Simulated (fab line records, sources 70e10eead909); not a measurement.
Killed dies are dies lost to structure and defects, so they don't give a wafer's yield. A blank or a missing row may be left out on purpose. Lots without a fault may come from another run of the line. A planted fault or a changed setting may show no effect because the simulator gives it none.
One fault seen from 2 desks | flow nand_harc | each desk has only its own numbers; what lay behind them comes last

THE METROLOGY DESK
What the gauges read, lot by lot, whatever tool the lot ran on: means of the sampled wafers that have a number. A lot is out of limits, marked OUT, if its mean lies more than 4 standard deviations from the usual mean; the brackets give that distance.
Columns: A = overlay_x_nm at NHARC_P_CONTACT_OVL_MEAS_13, usual 0.0 nm; B = overlay_y_nm at NHARC_P_CONTACT_OVL_MEAS_13, usual -0.1 nm; C = overlay_x_nm at NHARC_P_M0_OVL_MEAS_10, usual 0.1 nm; D = overlay_y_nm at NHARC_P_M0_OVL_MEAS_10, usual 0.2 nm
lot  | first seen here | A    | B    | C    | D
L339 | day 6 05:28     | -0.4 | -0.2 | 0.2  | -0.7
L340 | day 6 06:27     | -0.9 | 0.7  | 1.1  | 1.8
L342 | day 7 01:19     | -0.6 | 1.0  | -1.3 | -1.3
L345 | day 8 11:34     | -0.2 | 0.3  | 0.8  | 0.4
L346 | day 8 20:11     | -0.4 | 1.1  | 1.2  | -0.3
L347 | day 9 13:01     | 1.9  | -0.9 | 0.2  | 0.9
L352 | day 11 06:06    | -0.1 | -0.3 | 0.9  | 1.3
L354 | day 12 02:52    | -1.4 | -0.5 | -0.4 | -0.2
L357 | day 13 16:22    | -0.4 | -0.4 | 0.3  | 1.2
L358 | day 13 21:10    | 0.5  | -0.4 | 0.1  | -0.1
L359 | day 14 09:38    | 1.3  | -0.7 | 0.1  | -0.2
L361 | day 14 23:28    | -1.1 | 0.3  | 0.1  | -1.1
L362 | day 15 11:04    | -0.9 | 0.1  | 0.1  | 0.8
This desk's finding: nothing out of limits on any of the 13 lots.

THE TOOL OWNER'S DESK: arfi_scanner-02
The tool's own readings at NHARC_P_M0_EXPOSE_06 (exposes mask P M0, target cd 90 nm): means of the sampled wafers that have a number, for each lot that ran on this tool. A lot is out of limits, marked OUT, if its mean lies more than 4 standard deviations from the usual mean; the brackets give that distance.
Columns: A = exposure_dose_mJ_cm2 at NHARC_P_M0_EXPOSE_06, usual 81.27
lot  | first seen here | A
L339 | day 6 09:22     | 81.25
L340 | day 6 10:15     | 81.43
L345 | day 8 15:26     | 81.87 (+6.9) OUT
L346 | day 9 00:02     | 82.08 (+9.3) OUT
This desk's finding: out of limits on L345, L346; first on L345, day 8 15:26 (exposure_dose_mJ_cm2 at NHARC_P_M0_EXPOSE_06). In limits: L339, L340.

PUT TOGETHER
The tool owner's desk could have raised an alarm at day 8 15:26, on L345, L346.
The metrology desk saw nothing out of limits.
The metrology desk has L345, L346 on record, within its limits.
Of the lots named, all ran NHARC_P_M0_EXPOSE_06 on arfi_scanner-02.

WHAT THE SIMULATOR HAD PUT IN
Process parameter drift: arfi_scanner-02, from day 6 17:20 on, at NHARC_P_M0_EXPOSE_06. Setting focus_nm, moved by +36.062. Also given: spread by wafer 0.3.
Lots struck among those shown: L345, L346.
Hours from the fault's start to each desk's first reading out of limits: the tool owner's desk, 46.
